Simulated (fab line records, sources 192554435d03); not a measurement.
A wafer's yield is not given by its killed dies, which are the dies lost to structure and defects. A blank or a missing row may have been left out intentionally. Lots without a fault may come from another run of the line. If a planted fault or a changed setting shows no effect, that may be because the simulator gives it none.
Chamber matching :: flow n5 finfet :: N5_FIN_CUT_ETCH_30 on rie diel-02 has 4 sister chambers
The step etches underlayer in N2/H2, target depth 13 nm, time 10.4 s. 16 wafers are shown with their chamber, then 8 later ones without.

WAFERS PAIRED WITH THEIR CHAMBERS
wafer: L083.1
chamber: 1
showerhead plenum p Torr (Torr): 2.72
throttle valve pct (%): 17.74
oes product au (a.u.): 0.82

wafer: L083.4
chamber: 3
showerhead plenum p Torr (Torr): 2.48
throttle valve pct (%): 17.50
oes product au (a.u.): 0.74

wafer: L083.6
chamber: 1
showerhead plenum p Torr (Torr): 2.72
throttle valve pct (%): 17.74
oes product au (a.u.): 0.80

wafer: L085.1
chamber: 2
showerhead plenum p Torr (Torr): 2.59
throttle valve pct (%): 17.81
oes product au (a.u.): 0.74

wafer: L085.2
chamber: 0
showerhead plenum p Torr (Torr): 2.57
throttle valve pct (%): 17.36
oes product au (a.u.): 0.70

wafer: L085.3
chamber: 3
showerhead plenum p Torr (Torr): 2.48
throttle valve pct (%): 17.51
oes product au (a.u.): 0.73

wafer: L085.4
chamber: 1
showerhead plenum p Torr (Torr): 2.71
throttle valve pct (%): 17.73
oes product au (a.u.): 0.80

wafer: L085.5
chamber: 1
showerhead plenum p Torr (Torr): 2.71
throttle valve pct (%): 17.72
oes product au (a.u.): 0.80

wafer: L085.6
chamber: 2
showerhead plenum p Torr (Torr): 2.59
throttle valve pct (%): 17.80
oes product au (a.u.): 0.74

wafer: L089.1
chamber: 3
showerhead plenum p Torr (Torr): 2.48
throttle valve pct (%): 17.52
oes product au (a.u.): 0.72

wafer: L089.2
chamber: 0
showerhead plenum p Torr (Torr): 2.57
throttle valve pct (%): 17.37
oes product au (a.u.): 0.70

wafer: L089.3
chamber: 1
showerhead plenum p Torr (Torr): 2.71
throttle valve pct (%): 17.74
oes product au (a.u.): 0.79

wafer: L089.4
chamber: 2
showerhead plenum p Torr (Torr): 2.59
throttle valve pct (%): 17.82
oes product au (a.u.): 0.73

wafer: L089.5
chamber: 1
showerhead plenum p Torr (Torr): 2.71
throttle valve pct (%): 17.74
oes product au (a.u.): 0.79

wafer: L089.6
chamber: 2
showerhead plenum p Torr (Torr): 2.59
throttle valve pct (%): 17.80
oes product au (a.u.): 0.73

wafer: L091.2
chamber: 0
showerhead plenum p Torr (Torr): 2.57
throttle valve pct (%): 17.37
oes product au (a.u.): 0.71

SIGNATURES (averages over the wafers above)
reading: showerhead plenum p Torr
chamber 0: 2.5700
chamber 1: 2.7133
chamber 2: 2.5900
chamber 3: 2.4800
scatter within a chamber: 0.00333

reading: throttle valve pct
chamber 0: 17.3667
chamber 1: 17.7350
chamber 2: 17.8075
chamber 3: 17.5100
scatter within a chamber: 0.00862

reading: oes product au
chamber 0: 0.7033
chamber 1: 0.8000
chamber 2: 0.7350
chamber 3: 0.7300
scatter within a chamber: 0.00898
Rule: a wafer lies at a distance from a chamber equal to the root of the sum of squares, over the readings, of (its reading less the chamber's mean, divided by the reading's scatter). The wafer belongs to the nearest chamber; if the next one is less than 2 further off, it can't be placed. The scatter is the square root of a quotient: the sum, over the shown wafers, of each reading's squared deviation from its chamber's mean, divided by wafers minus chambers.

WAFERS MISSING THEIR CHAMBER
wafer: L091.3
showerhead plenum p Torr (Torr): 2.71
throttle valve pct (%): 17.74
oes product au (a.u.): 0.79

wafer: L091.4
showerhead plenum p Torr (Torr): 2.59
throttle valve pct (%): 17.81
oes product au (a.u.): 0.73

wafer: L097.1
showerhead plenum p Torr (Torr): 2.56
throttle valve pct (%): 17.39
oes product au (a.u.): 0.69

wafer: L097.2
showerhead plenum p Torr (Torr): 2.58
throttle valve pct (%): 17.81
oes product au (a.u.): 0.71

wafer: L097.3
showerhead plenum p Torr (Torr): 2.71
throttle valve pct (%): 17.75
oes product au (a.u.): 0.75

wafer: L097.4
showerhead plenum p Torr (Torr): 2.48
throttle valve pct (%): 17.55
oes product au (a.u.): 0.71

wafer: L097.5
showerhead plenum p Torr (Torr): 2.58
throttle valve pct (%): 17.85
oes product au (a.u.): 0.72

wafer: L097.6
showerhead plenum p Torr (Torr): 2.71
throttle valve pct (%): 17.76
oes product au (a.u.): 0.76

EACH ONE'S CHAMBER
wafer: L091.3
from the rows above: 1
in truth: 1

wafer: L091.4
from the rows above: 2
in truth: 2

wafer: L097.1
from the rows above: 0
in truth: 0

wafer: L097.2
from the rows above: 2
in truth: 2

wafer: L097.3
from the rows above: 1
in truth: 1

wafer: L097.4
from the rows above: 3
in truth: 3

wafer: L097.5
from the rows above: 2
in truth: 2

wafer: L097.6
from the rows above: 1
in truth: 1
Correct placement for 8 of the 8. From these rows, 0 cannot be placed. 0 placed wrongly.
